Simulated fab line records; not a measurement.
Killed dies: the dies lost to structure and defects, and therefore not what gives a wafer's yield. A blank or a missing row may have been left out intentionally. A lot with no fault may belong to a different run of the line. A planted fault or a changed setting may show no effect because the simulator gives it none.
fab line records	flow n5Finfet
record: lots: 5	wafers: 15	lastDay: 18
route steps=1938 shown BEOL_M4@1099 BEOL_M5@1112 BEOL_M7@1302 PASSIVATION@1936
lots that met no fault: from a run of the same line without faults
startH: hours from the record's opening day to when the first of the lot's shown wafers began	waitH: hours since the lot's step before	" the same as in the row above	L1.1+2: several wafers, shown together as one row	- no value, or no start given	* or withheld: withheld	< > ~ a bound
route shown NAME@n: NAME is a module with steps in the file, n the number in the route of the first one	usual: the fault-free wafers' mean and standard deviation	same: alike in all rows	chamber/n: place in a boat	sites: each site's reading	_std_site: the values' standard deviation	_edge_site: outer sites' mean less inner sites'	radiusMm: how far each site lies from the wafer's centre	mask NAME#n: copy n	behind: tool/chamber where the wafer was last shaped	hold: reason for holding the lot/hours on hold/outcome of the hold	device: which transistor (n, p or np) failed to switch	end of line: tests run on the same wafers once the route is complete	where a step has no rows: the recipe by itself	killed: the dies lost at the first sort to structure and to defects; this is not the yield of the wafer	map: a wafer's dies, marking killed ones x, the rest . and places with no die _
set.NAME: the setting that was run; set.NAME@STEP: the one run at that earlier step	model.NAME: the simulator's own value behind a step, which no gauge read
lots at some steps of the route; a table a step, a row a wafer
services: a tool's chamber out of use, with start hour (startH, from the record's first day; less than 0 if before it), hours out, and reason
== steps ==
step: N5_BEOL_M4_ANNEAL_95
recipe: tempC: 400	timeS: 240	ambient: vacuum
step: N5_BEOL_M4_SPUTTER_96
recipe: material: Cu	targetThkA: 45	tempC: -20	chamberPressurePa: 0.07	powerW: withheld	timeS: 8.29
step: N5_BEOL_M4_ECD_50
recipe: material: Cu	targetThkA: 3000
step: N5_BEOL_M4_ANNEAL_51
recipe: tempC: 225	timeS: 90	ambient: N2
step: N5_BEOL_M4_CMP_52
recipe: stopOn: SiOC	tOverpolishS: 6.8	downForcePsi: 1	platenRpm: 50	clearingPlatenDownForcePsi: 1.5	clearingPlatenRpm: 50	postCmpClean: cuAlkaline	targetThkNm: 40	clearingPlatenPadVelocityMS: 0.99484	padVelocityMS: 0.99484
step: N5_BEOL_M4_PRE_CLEAN_60
recipe: gas: NH3/H2	timeS: 15	tempC: *	rfPowerW: 300
step: N5_BEOL_M4_CO_CAP_55
recipe: material: Co	targetThkA: 20	tempC: 200	precursor: CCTBA/H2	pressureTorr: 30	timeS: 102.1
step: N5_BEOL_M4_PRE_CLEAN_56
recipe: gas: NH3	timeS: 15	tempC: withheld	rfPowerW: 300
step: N5_BEOL_M4_DEP_57
recipe: material: SiCN	targetThkA: 80	tempC: withheld	precursor: 3MS/NH3	pressureTorr: 3	rfW: 202	timeS: 14
step: N5_BEOL_M4_RC_MEAS_101
usual: DIBL_N: 35.3/1.8	DIBL_P: 35.2/2.2	IOFF_N: 0.144/0.029	IOFF_P: 0.19/0.031	ION_N: 670/12	ION_P: 460/7.6	SS_N: 71.2/0.62	SS_P: 73.0/0.69	VT_N: 251/3.4	VT_P: -251.4/2.6
lot.wafer	tool	chamber	startH	waitH	DIBL_N[mV/V]	DIBL_P[mV/V]	IOFF_N[nA/um]	IOFF_P[nA/um]	ION_N[uA/um]	ION_P[uA/um]	SS_N[mV/dec]	SS_P[mV/dec]	VT_N[mV]	VT_P[mV]
L312.1	prober-02	0	213.89	0.0	37.9	36.6	0.188	0.23	681	463	72.3	73.8	246	-251.9
L312.2	"	0	"	"	34.8	33.6	0.136	0.19	673	461	71.4	72.1	251	-250.8
L312.4	"	0	"	"	33.5	33.0	0.111	0.18	661	458	70.4	72.7	255	-251.9
L326.1	prober-01	0	280.97	0.0	36.4	38.7	0.197	0.24	690	464	71.2	73.6	245	-249.1
L326.4	"	0	"	"	35.3	37.1	0.167	0.21	678	467	71.2	73.5	249	-251.5
L326.5	"	0	"	"	36.0	38.2	0.206	0.24	701	480	71.5	74.5	245	-247.5
L327.4	prober-01	0	306.57	0.5	35.6	35.2	0.147	0.20	671	461	71.0	72.5	251	-251.2
L327.5	"	0	"	"	34.7	34.0	0.135	0.19	677	466	71.4	72.9	249	-251.4
L327.6	"	0	"	"	33.9	32.9	0.112	0.17	658	460	71.1	72.0	255	-253.4
L329.1	prober-02	0	309.38	0.0	35.1	34.4	0.150	0.20	682	476	70.9	73.4	249	-249.4
L329.5	"	0	"	"	34.9	34.5	0.154	0.21	688	472	71.8	73.3	249	-246.2
L329.6	"	0	"	"	34.6	34.3	0.156	0.20	691	471	71.3	73.4	249	-252.0
L331.3	prober-01	0	324.62	0.3	37.0	36.2	0.164	0.20	662	454	71.0	72.8	251	-248.7
L331.5	"	0	"	"	34.9	34.8	0.121	0.19	650	453	71.0	72.2	255	-249.4
L331.6	"	0	"	"	37.3	37.1	0.172	0.22	663	456	71.1	73.3	250	-248.1
step: N5_BEOL_M5_ILD_DEP_00
recipe: material: SiCOH_lowk	targetThkA: 1406.4	tempC: 300	precursor: DEMS/porogen	pressureTorr: 5	rfW: 500	timeS: 25.9
step: N5_BEOL_M5_CURE_79
recipe: tempC: 385	timeS: 240	ambient: He/Ar	material: SiCOH_lowk
step: N5_BEOL_M5_PECVD_70
recipe: material: SiO2	targetThkA: 160	tempC: 400	precursor: TEOS/O2	pressureTorr: 5.5	rfW: 450	teosFlowSccm: 53.8	gas: O2	flowSccm: 3000	timeS: 18
step: N5_BEOL_M5_HM_DEP_02
recipe: material: TiN	targetThkA: 200	tempC: 25	chamberPressurePa: 0.49996
step: N5_BEOL_M5_COAT_59
recipe: resist: SOC	tempC: 250	timeS: 60	spinRpm: 1500	resistThkNm: 60
step: N5_BEOL_M5_COAT_60
recipe: resist: SiARC	tempC: 220	timeS: 60	spinRpm: 1500	resistThkNm: 12
step: N5_BEOL_M5_COAT_71
recipe: resist: underlayer	tempC: 205	timeS: 60	spinRpm: 1500	resistThkNm: 5
step: N5_BEOL_M5_COAT_05
recipe: resist: CAR-EUV	spinRpm: 1500	resistThkNm: 30
step: N5_BEOL_M5_EBR_07
recipe: solvent: PGMEA	ebrWidthMm: 1.5
step: N5_BEOL_M5_SOFTBAKE_06
recipe: tempC: 110	timeS: 60	resist: CAR-EUV
step: N5_BEOL_M5_EXPOSE_08
recipe: maskId: M5	na: 0.33	sourceShape: annular	sigmaInner: 0.4	sigmaOuter: 0.8	polarization: unpolarized	targetCdNm: 28	doseMj: 35.75
step: N5_BEOL_M5_PEB_09
recipe: pebTempC: 100	pebTimeS: 60	resist: CAR-EUV
step: N5_BEOL_M5_DEVELOP_10
recipe: developTimeS: 30	developer: TMAH	resist: CAR-EUV	rinseLiquid: surfactantRinse	dry: airSpin	devTempC: 23
step: N5_BEOL_M5_DESCUM_16
recipe: chemistry: O2	timeS: 7	sourcePowerW: 50	biasPowerW: 20	pressureMtorr: 20	rfFrequencyHz: 2.712e+07	tempC: 40	resist: CAR-EUV	o2FlowSccm: 225
step: N5_BEOL_M5_ETCH_72
recipe: chemistry: N2/H2	target: underlayer	targetDepthA: 65	maskMaterial: CAR-EUV	timeS: 5.2	ionEnergyEv: 200	pressureMtorr: 30	sourceW: 840	biasW: 150	n2FlowSccm: 200	h2FlowSccm: 200	ends: cleared
step: N5_BEOL_M5_ETCH_61
recipe: chemistry: CF4	target: SiARC	targetDepthA: 156	maskMaterial: CAR-EUV	timeS: 26	ionEnergyEv: 80	pressureMtorr: 40	sourceW: 545	biasW: 36	Ar_flow_sccm: 100	cf4FlowSccm: 100	ends: cleared
step: N5_BEOL_M5_ETCH_62
recipe: chemistry: N2/H2	target: SOC	targetDepthA: 750	overetchA: 150	maskMaterial: SiARC	tempC: 40	timeS: 112.5	ionEnergyEv: 200	pressureMtorr: 30	sourceW: 840	biasW: 150	n2FlowSccm: 200	h2FlowSccm: 200
step: N5_BEOL_M5_STRIP_63
recipe: chemistry: N2/H2	tempC: 40	n2FlowSccm: 200	h2FlowSccm: 200	rfFrequencyHz: 6e+07
step: N5_BEOL_M5_STRIP_73
recipe: chemistry: N2/H2	tempC: 40	n2FlowSccm: 200	h2FlowSccm: 200	rfFrequencyHz: 6e+07
step: N5_BEOL_M5_STRIP_64
recipe: chemistry: CF4	resist: SiARC	powerW: 300	biasPowerW: 75	pressureMtorr: 50	cf4FlowSccm: 150	rfFrequencyHz: 6e+07
step: N5_BEOL_M5_HM_OPEN_17
recipe: chemistry: Cl2/BCl3	targetDepthA: 200	overetchA: 60	target: TiN	maskMaterial: SOC	ionEnergyEv: 150	pressureMtorr: 10	icpW: 1000	biasW: 126	Cl2_flow_sccm: 53.25	bcl3FlowSccm: 21.75	Ar_flow_sccm: 25
step: N5_BEOL_M5_STRIP_19
recipe: chemistry: O2	powerW: 400	tempC: 40	pressureMtorr: 30	rfFrequencyHz: 6e+07	biasPowerW: 0	overashFraction: 0.2	o2FlowSccm: 225
step: N5_BEOL_M5_COAT_65
recipe: resist: SOC	tempC: 250	timeS: 60	spinRpm: 1500	resistThkNm: 60
step: N5_BEOL_M5_COAT_66
recipe: resist: SiARC	tempC: 220	timeS: 60	spinRpm: 1500	resistThkNm: 12
step: N5_BEOL_M7_ETCH_66
recipe: chemistry: N2/H2	target: SOC	targetDepthA: 800	overetchA: 160	maskMaterial: SiARC	tempC: 40	timeS: 120	ionEnergyEv: 200	pressureMtorr: 30	sourceW: 840	biasW: 150	n2FlowSccm: 200	h2FlowSccm: 200
usual: biasW: 150.0/0.43	chamberPressureMTorr: 29.998/0.026	drypumpMotorCurrentA: 5.85/0.27	oesProductAu: 0.59/0.067	rfVppV: 524.2/2.2	showerheadPlenumPTorr: 2.55/0.079	throttleValvePct: 17.89/0.28	timeS: 120/0
lot.wafer	tool	chamber	startH	waitH	biasW	chamberPressureMTorr	drypumpMotorCurrentA	oesProductAu	rfHoursCounterH	rfVppV	showerheadPlenumPTorr	throttleValvePct	timeS	model.CAR-EUV_of_BEOL_M7_COAT_22.thkNm	model.SiARC_of_BEOL_M7_COAT_64.thkNm	model.underlayer_of_BEOL_M7_COAT_71.thkNm
L312.1	rieDiel-02	3	239.57	0.0	150.3	29.991	5.82	0.52	248	524.9	2.62	18.14	120	0	6	0
L312.2	"	0	"	"	149.2	30.059	5.85	0.54	192	520.6	2.41	17.91	120	0	6.4	0
L312.4	"	1	"	"	149.6	30.005	6.30	0.55	180	526.2	2.64	17.83	120	0	6.2	0
L326.1	rieDiel-01	3	313.79	0.0	-	-	-	-	-	-	-	-	-	11.4	12	5
L326.4	"	2	"	"	-	-	-	-	-	-	-	-	-	11.4	12	5
L326.5	"	1	"	"	-	-	-	-	-	-	-	-	-	11.2	12	5
L327.4	rieDiel-02	3	335.03	0.0	-	-	-	-	-	-	-	-	-	11.2	12	5
L327.5	"	1	"	"	-	-	-	-	-	-	-	-	-	11.2	12	5
L327.6	"	0	"	"	-	-	-	-	-	-	-	-	-	11.4	12	5
L329.1	rieDiel-01	2	337.67	0.0	-	-	-	-	-	-	-	-	-	11.2	12	5
L329.5	"	0	"	"	-	-	-	-	-	-	-	-	-	11	12	5
L329.6	"	3	"	"	-	-	-	-	-	-	-	-	-	11.2	12	5
L331.3	rieDiel-06	2	357.39	0.0	149.9	29.978	5.96	0.53	223	524.4	2.51	17.89	120	0	6.6	0
L331.5	"	1	"	"	150.5	30.018	5.75	0.70	-	526.0	2.62	17.86	120	0	6.2	0
L331.6	"	2	"	"	149.7	29.972	5.98	0.54	-	523.9	2.52	17.87	120	0	6.6	0
step: N5_BEOL_M7_VIA_ETCH_34
recipe: chemistry: C4F6/O2	target: SiCOH_lowk	targetDepthA: 1255	maskMaterial: SOC	taperDeg: 4	timeS: 50.5	ionEnergyEv: 250	pressureMtorr: 30	sourceW: 345	biasW: 185	Ar_flow_sccm: 300	C4F6_flow_sccm: 10	O2_flow_sccm: 10
usual: C4F6_flow_sccm: 10.00/0.031	O2_flow_sccm: 9.99/0.032	drypumpMotorCurrentA: 5.84/0.28	oes_f_703_au: 0.77/0.096	oesProductAu: 0.77/0.093	rfVppV: 664/9.9	showerheadPlenumPTorr: 2.86/0.088	throttleValvePct: 20.97/0.23
same: timeS: 50.5
lot.wafer	tool	chamber	startH	waitH	C4F6_flow_sccm	O2_flow_sccm	drypumpMotorCurrentA	oes_f_703_au	oesProductAu	rfHoursCounterH	rfVppV	showerheadPlenumPTorr	throttleValvePct
L312.1	rieDiel-02	3	239.67	0.0	9.93	10.00	5.83	0.71	0.69	249	681	2.92	21.21
L312.2	"	0	"	"	9.98	9.98	5.83	0.71	0.71	192	665	2.69	20.92
L312.4	"	1	"	"	9.97	9.93	6.34	0.73	0.72	180	682	2.96	20.93
L326.1	rieDiel-01	3	313.89	0.0	10.02	10.03	5.54	0.67	0.26	234	661	2.81	20.63
L326.4	"	2	"	"	10.03	9.97	5.63	0.85	0.32	65	673	2.77	20.67
L326.5	"	1	"	"	10.05	9.97	6.26	0.71	0.27	-	662	2.94	21.32
L327.4	rieDiel-02	3	335.14	0.0	10.01	9.94	5.79	0.94	0.34	19	665	2.91	20.73
L327.5	"	1	"	"	9.93	10.01	6.32	0.70	0.26	-	679	2.95	20.81
L327.6	"	0	"	"	10.01	10.03	5.81	0.69	0.26	-	664	2.68	20.80
L329.1	rieDiel-01	2	337.77	0.0	10.02	10.00	5.64	0.84	0.32	73	676	2.76	20.68
L329.5	"	0	"	"	9.98	10.00	5.67	0.81	0.31	-	655	2.86	20.49
L329.6	"	3	"	"	9.99	10.03	5.56	0.66	0.25	-	660	2.81	20.64
L331.3	rieDiel-06	2	357.49	0.0	9.99	10.00	5.98	0.72	0.69	223	647	2.81	20.95
L331.5	"	1	"	"	9.99	9.94	5.71	0.97	0.93	-	643	2.90	20.84
L331.6	"	2	"	"	9.96	10.04	6.01	0.72	0.69	-	647	2.81	20.94
step: N5_PASSIVATION_PROBE_49
usual: defectLimitedYield: 91.0/1.4	killed_at_M0_to_M3: 36/10	killed_at_M4_up: 15/5	killedAtContacts: 12/6.1	killedAtFrontEnd: 40/13	killedAtOther: 3.8/2.9	killedDies: 106/16	killedOnRim: 14/4.1	killedOpen: 68/12	killedShort: 35/8.2	sort_bin_5_function: 5.2/0.9	sort_bin_6_memory: 3.4/0.71	sortNPass: 1073/17	sortYieldPct: 91.0/1.5
same: grossDies: 1180	killedAtBackSide: 0	sort_bin_4_leakage[%]: 0	sort_bin_8_speed[%]: 0
lot.wafer	tool	chamber	startH	waitH	defectLimitedYield[%]	killed_at_M0_to_M3	killed_at_M4_up	killedAtContacts	killedAtFrontEnd	killedAtOther	killedDies	killedOnRim	killedOpen	killedShort	sort_bin_5_function[%]	sort_bin_6_memory[%]	sortNPass	sortYieldPct[%]
L312.1	prober-01	-	335.47	0.0	89.4	54	24	9	35	3	125	13	71	45	6.2	3.0	1055	89.4
L312.2	prober-01	-	335.52	0.1	91.9	23	15	12	39	6	95	6	60	31	4.3	3.4	1085	91.9
L312.4	prober-01	-	335.62	0.2	91.1	35	10	16	35	9	105	13	64	34	5.1	3.1	1075	91.1
L326.1	prober-01	-	391.47	0.0	0	22	1120	12	24	2	1180	152	39	28	97.4	2.2	0	0
L326.4	prober-01	-	391.62	0.2	0	36	1096	11	32	5	1180	152	58	39	96.0	3.4	0	0
L326.5	prober-01	-	391.67	0.2	0	41	1082	16	33	8	1180	152	73	38	96.0	3.7	0	0
L327.4	prober-01	-	413.02	0.2	0	57	1054	14	51	4	1180	152	94	45	96.8	3.0	0	0
L327.5	prober-01	-	413.07	0.2	0	42	1095	10	29	4	1180	152	65	37	95.5	4.0	0	0
L327.6	prober-01	-	413.12	0.3	0	24	1084	13	52	7	1180	152	72	30	96.3	3.4	0	0
L329.1	prober-02	-	422.31	0.0	0	31	1100	8	40	1	1180	152	52	35	96.7	2.8	0	0
L329.5	prober-02	-	422.51	0.2	0	36	1083	15	44	2	1180	152	74	35	95.8	3.9	0	0
L329.6	prober-02	-	422.56	0.3	0	39	1075	17	48	1	1180	152	82	38	95.1	4.3	0	0
L331.3	prober-01	-	442.52	0.1	92.1	15	19	15	34	10	93	12	63	23	4.7	3.1	1087	92.1
L331.5	prober-01	-	442.62	0.2	91.9	31	15	9	33	8	96	12	61	32	5.2	2.5	1084	91.9
L331.6	prober-01	-	442.67	0.3	89.8	42	20	20	35	3	120	16	83	31	4.9	5.0	1060	89.8
killed by level:class
L312.1 BEOL_M0_SAQP:geometricParticle:open=18 BEOL_M0_SAQP:geometricParticle:short=16 BEOL_M4:geometricParticle:open=14 FIN_SAQP:geometricParticle:short=11 BEOL_M3:geometricParticle:open=7 BEOL_M2:geometricParticle:open=6 FIN_SAQP:geometricParticle:open=5 MOL_CONTACT_COAG:geometricParticle:open=5
L312.2 BEOL_M0_SAQP:geometricParticle:open=8 FIN_SAQP:geometricParticle:open=8 STI_FIN_REVEAL:geometricParticle:open=8 MOL_CONTACT_COAG:geometricParticle:open=8 FIN_SAQP:geometricParticle:short=7 BEOL_M2:geometricParticle:open=7 BEOL_M0_SAQP:geometricParticle:short=5 STARTING-WAFER:geometricParticle:open=5
L312.4 FIN_SAQP:geometricParticle:short=10 MOL_CONTACT_COAG:geometricParticle:open=9 FIN_SAQP:geometricParticle:open=8 BEOL_M0_SAQP:geometricParticle:open=7 BEOL_M3:geometricParticle:open=7 MOL_CONTACT_COAG:geometricParticle:short=6 STI_FIN_REVEAL:geometricParticle:open=5 BEOL_M0_SAQP:geometricParticle:short=5
L326.1 BEOL_M7:areaEtch=1113 MOL_CONTACT_COAG:geometricParticle:open=9 BEOL_M2:geometricParticle:open=6 FIN_SAQP:geometricParticle:short=5 DUMMY_GATE:geometricParticle:open=5 BEOL_M0_SAQP:geometricParticle:short=5 GATE_CUT:geometricParticle:short=4 BEOL_M3:geometricParticle:open=4
L326.4 BEOL_M7:areaEtch=1083 FIN_SAQP:geometricParticle:short=13 FIN_SAQP:geometricParticle:open=13 MOL_CONTACT_COAG:geometricParticle:open=8 BEOL_M0_SAQP:geometricParticle:open=8 BEOL_M0_SAQP:geometricParticle:short=8 BEOL_M2:geometricParticle:open=5 BEOL_M3:geometricParticle:open=5
L326.5 BEOL_M7:areaEtch=1069 BEOL_M3:geometricParticle:open=13 MOL_CONTACT_COAG:geometricParticle:open=10 FIN_SAQP:geometricParticle:short=9 BEOL_M0_SAQP:geometricParticle:short=8 BEOL_M2:geometricParticle:open=7 MOL_CONTACT_COAG:geometricParticle:short=6 MIM_TOP:geometricParticle:short=6
L327.4 BEOL_M7:areaEtch=1040 FIN_SAQP:geometricParticle:open=18 BEOL_M0_SAQP:geometricParticle:short=15 BEOL_M0_SAQP:geometricParticle:open=15 FIN_SAQP:geometricParticle:short=13 BEOL_M2:geometricParticle:open=11 MOL_CONTACT_COAG:geometricParticle:open=10 BEOL_M1:geometricParticle:open=9
L327.5 BEOL_M7:areaEtch=1072 BEOL_M0_SAQP:geometricParticle:open=13 BEOL_M0_SAQP:geometricParticle:short=13 MOL_CONTACT_COAG:geometricParticle:open=9 BEOL_M4:geometricParticle:open=8 FIN_SAQP:geometricParticle:short=6 BEOL_M1:geometricParticle:open=6 FIN_SAQP:geometricParticle:open=5
L327.6 BEOL_M7:areaEtch=1077 FIN_SAQP:geometricParticle:short=12 FIN_SAQP:geometricParticle:open=12 MOL_CONTACT_COAG:geometricParticle:open=11 BEOL_M0_SAQP:geometricParticle:open=10 DUMMY_GATE:geometricParticle:open=7 BEOL_M3:geometricParticle:open=6 GATE_CUT:geometricParticle:open=5
L329.1 BEOL_M7:areaEtch=1092 DUMMY_GATE:geometricParticle:short=7 DUMMY_GATE:geometricParticle:open=7 MOL_CONTACT_COAG:geometricParticle:open=7 BEOL_M0_SAQP:geometricParticle:short=7 BEOL_M0_SAQP:geometricParticle:open=5 BEOL_M4:geometricParticle:open=4 STARTING-WAFER:geometricParticle:open=4
L329.5 BEOL_M7:areaEtch=1069 STI_FIN_REVEAL:geometricParticle:open=15 BEOL_M0_SAQP:geometricParticle:open=11 MOL_CONTACT_COAG:geometricParticle:open=9 FIN_SAQP:geometricParticle:open=7 BEOL_M1:geometricParticle:open=7 STI_FIN_REVEAL:geometricParticle:short=6 GATE_CUT:geometricParticle:short=6
L329.6 BEOL_M7:areaEtch=1058 FIN_SAQP:geometricParticle:open=24 MOL_CONTACT_COAG:geometricParticle:open=14 FIN_SAQP:geometricParticle:short=9 BEOL_M3:geometricParticle:open=8 BEOL_M2:geometricParticle:open=8 BEOL_M4:geometricParticle:open=8 BEOL_M0_SAQP:geometricParticle:short=7
L331.3 BEOL_M4:geometricParticle:open=15 MOL_CONTACT_COAG:geometricParticle:open=12 FIN_SAQP:geometricParticle:open=11 STI_FIN_REVEAL:geometricParticle:open=6 FIN_SAQP:geometricParticle:short=5 MOL_CONTACT_COAG:geometricParticle:short=3 BEOL_M3:geometricParticle:open=3 BEOL_M0_SAQP:geometricParticle:open=3
L331.5 BEOL_M4:geometricParticle:open=9 BEOL_M2:geometricParticle:open=7 PASS1_DEP:geometricParticle:open=6 BEOL_M3:geometricParticle:open=6 FIN_SAQP:geometricParticle:open=5 FIN_SAQP:geometricParticle:short=5 ILD0:geometricParticle:short=5 MOL_CONTACT_COAG:geometricParticle:open=5
L331.6 MOL_CONTACT_COAG:geometricParticle:open=18 BEOL_M0_SAQP:geometricParticle:open=12 BEOL_M4:geometricParticle:open=11 BEOL_M0_SAQP:geometricParticle:short=10 FIN_SAQP:geometricParticle:open=7 BEOL_M3:geometricParticle:open=7 DUMMY_GATE:geometricParticle:open=5 BEOL_M4:geometricParticle:short=5
map L326.1 (x killed, . not)
_________________xxxxxxxxxxxx________________
______________xxxxxxxxxxxxxxxxxx_____________
___________xxxxxxxxxxxxxxxxxxxxxxxx__________
__________xxxxxxxxxxxxxxxxxxxxxxxxxx_________
________xxxxxxxxxxxxxxxxxxxxxxxxxxxxxx_______
_______xxxxxxxxxxxxxxxxxxxxxxxxxxxxxxxx______
______xxxxxxxxxxxxxxxxxxxxxxxxxxxxxxxxxx_____
_____xxxxxxxxxxxxxxxxxxxxxxxxxxxxxxxxxxxx____
____xxxxxxxxxxxxxxxxxxxxxxxxxxxxxxxxxxxxxx___
___xxxxxxxxxxxxxxxxxxxxxxxxxxxxxxxxxxxxxxxx__
___xxxxxxxxxxxxxxxxxxxxxxxxxxxxxxxxxxxxxxxx__
__xxxxxxxxxxxxxxxxxxxxxxxxxxxxxxxxxxxxxxxxxx_
__xxxxxxxxxxxxxxxxxxxxxxxxxxxxxxxxxxxxxxxxxx_
_xxxxxxxxxxxxxxxxxxxxxxxxxxxxxxxxxxxxxxxxxxxx
_xxxxxxxxxxxxxxxxxxxxxxxxxxxxxxxxxxxxxxxxxxxx
_xxxxxxxxxxxxxxxxxxxxxxxxxxxxxxxxxxxxxxxxxxxx
_xxxxxxxxxxxxxxxxxxxxxxxxxxxxxxxxxxxxxxxxxxxx
_xxxxxxxxxxxxxxxxxxxxxxxxxxxxxxxxxxxxxxxxxxxx
_xxxxxxxxxxxxxxxxxxxxxxxxxxxxxxxxxxxxxxxxxxxx
_xxxxxxxxxxxxxxxxxxxxxxxxxxxxxxxxxxxxxxxxxxxx
_xxxxxxxxxxxxxxxxxxxxxxxxxxxxxxxxxxxxxxxxxxxx
__xxxxxxxxxxxxxxxxxxxxxxxxxxxxxxxxxxxxxxxxxx_
__xxxxxxxxxxxxxxxxxxxxxxxxxxxxxxxxxxxxxxxxxx_
___xxxxxxxxxxxxxxxxxxxxxxxxxxxxxxxxxxxxxxxx__
___xxxxxxxxxxxxxxxxxxxxxxxxxxxxxxxxxxxxxxxx__
____xxxxxxxxxxxxxxxxxxxxxxxxxxxxxxxxxxxxxx___
_____xxxxxxxxxxxxxxxxxxxxxxxxxxxxxxxxxxxx____
______xxxxxxxxxxxxxxxxxxxxxxxxxxxxxxxxxx_____
_______xxxxxxxxxxxxxxxxxxxxxxxxxxxxxxxx______
________xxxxxxxxxxxxxxxxxxxxxxxxxxxxxx_______
__________xxxxxxxxxxxxxxxxxxxxxxxxxx_________
___________xxxxxxxxxxxxxxxxxxxxxxxx__________
______________xxxxxxxxxxxxxxxxxx_____________
_________________xxxxxxxxxxxx________________
map L327.4 (x killed, . not)
_________________xxxxxxxxxxxx________________
______________xxxxxxxxxxxxxxxxxx_____________
___________xxxxxxxxxxxxxxxxxxxxxxxx__________
__________xxxxxxxxxxxxxxxxxxxxxxxxxx_________
________xxxxxxxxxxxxxxxxxxxxxxxxxxxxxx_______
_______xxxxxxxxxxxxxxxxxxxxxxxxxxxxxxxx______
______xxxxxxxxxxxxxxxxxxxxxxxxxxxxxxxxxx_____
_____xxxxxxxxxxxxxxxxxxxxxxxxxxxxxxxxxxxx____
____xxxxxxxxxxxxxxxxxxxxxxxxxxxxxxxxxxxxxx___
___xxxxxxxxxxxxxxxxxxxxxxxxxxxxxxxxxxxxxxxx__
___xxxxxxxxxxxxxxxxxxxxxxxxxxxxxxxxxxxxxxxx__
__xxxxxxxxxxxxxxxxxxxxxxxxxxxxxxxxxxxxxxxxxx_
__xxxxxxxxxxxxxxxxxxxxxxxxxxxxxxxxxxxxxxxxxx_
_xxxxxxxxxxxxxxxxxxxxxxxxxxxxxxxxxxxxxxxxxxxx
_xxxxxxxxxxxxxxxxxxxxxxxxxxxxxxxxxxxxxxxxxxxx
_xxxxxxxxxxxxxxxxxxxxxxxxxxxxxxxxxxxxxxxxxxxx
_xxxxxxxxxxxxxxxxxxxxxxxxxxxxxxxxxxxxxxxxxxxx
_xxxxxxxxxxxxxxxxxxxxxxxxxxxxxxxxxxxxxxxxxxxx
_xxxxxxxxxxxxxxxxxxxxxxxxxxxxxxxxxxxxxxxxxxxx
_xxxxxxxxxxxxxxxxxxxxxxxxxxxxxxxxxxxxxxxxxxxx
_xxxxxxxxxxxxxxxxxxxxxxxxxxxxxxxxxxxxxxxxxxxx
__xxxxxxxxxxxxxxxxxxxxxxxxxxxxxxxxxxxxxxxxxx_
__xxxxxxxxxxxxxxxxxxxxxxxxxxxxxxxxxxxxxxxxxx_
___xxxxxxxxxxxxxxxxxxxxxxxxxxxxxxxxxxxxxxxx__
___xxxxxxxxxxxxxxxxxxxxxxxxxxxxxxxxxxxxxxxx__
____xxxxxxxxxxxxxxxxxxxxxxxxxxxxxxxxxxxxxx___
_____xxxxxxxxxxxxxxxxxxxxxxxxxxxxxxxxxxxx____
______xxxxxxxxxxxxxxxxxxxxxxxxxxxxxxxxxx_____
_______xxxxxxxxxxxxxxxxxxxxxxxxxxxxxxxx______
________xxxxxxxxxxxxxxxxxxxxxxxxxxxxxx_______
__________xxxxxxxxxxxxxxxxxxxxxxxxxx_________
___________xxxxxxxxxxxxxxxxxxxxxxxx__________
______________xxxxxxxxxxxxxxxxxx_____________
_________________xxxxxxxxxxxx________________
== services ==
tool	chamber	startH	hours	kind
rieDiel-02	3	245.46	-	clean
rieDiel-02	3	245.46	-	consumableReplace:esc
rieDiel-02	3	245.46	-	consumableReplace:focusRing
rieDiel-02	3	245.46	23.3	scheduledDown
rieDiel-02	3	245.46	23.3	ventCycle
rieDiel-06	-	256.20	0.5	repair
rieDiel-02	2	274.36	2.9	repair
rieDiel-01	1	284.52	11.2	repair
rieDiel-06	1	295.03	8.2	repair
rieDiel-06	1	311.64	-	clean
rieDiel-06	1	311.64	-	consumableReplace:focusRing
rieDiel-06	1	311.64	15.2	scheduledDown
rieDiel-06	1	311.64	15.2	ventCycle
== key ==
firstSign: step: N5_BEOL_M7_ETCH_66	reading: toolRecord	direction: missing
effect: step: N5_BEOL_M7_VIA_ETCH_34	reading: oesProductAu	direction: down	sigmas: 5.2	usual: 0.77	struck: 0.29
effect: step: N5_PASSIVATION_PROBE_49	reading: killed_at_M4_up	direction: up	sigmas: 99+	usual: 15	struck: 1088
modelEffect: step: N5_BEOL_M7_ETCH_66	value: CAR-EUV_of_BEOL_M7_COAT_22.thkNm	without: 0	struck: 11.24
moreKillsBornAt: N5_BEOL_M7_ETCH_66@rieDiel-01: 6484	N5_BEOL_M7_ETCH_66@rieDiel-02: 3189
metAt N5_BEOL_M7_ETCH_66
struckWafers L326.1,L326.4,L326.5,L327.4,L327.5,L327.6,L329.1,L329.5,L329.6
laterRowsLeftOut L326.1,L326.4,L326.5,L327.4,L327.5,L327.6,L329.1,L329.5,L329.6
onsetBetween 239.57 313.79
fault: kind: skippedStepWhole	tool: rieDiel-01,rieDiel-02	chamber: -	onsetH: 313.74	steps: N5_BEOL_M7_ETCH_66	scope: struckLotsOnly
laterRowsLeftOut: the simulator's readings of these wafers behind a module that went badly wrong aren't trusted and aren't shown, but for the sort
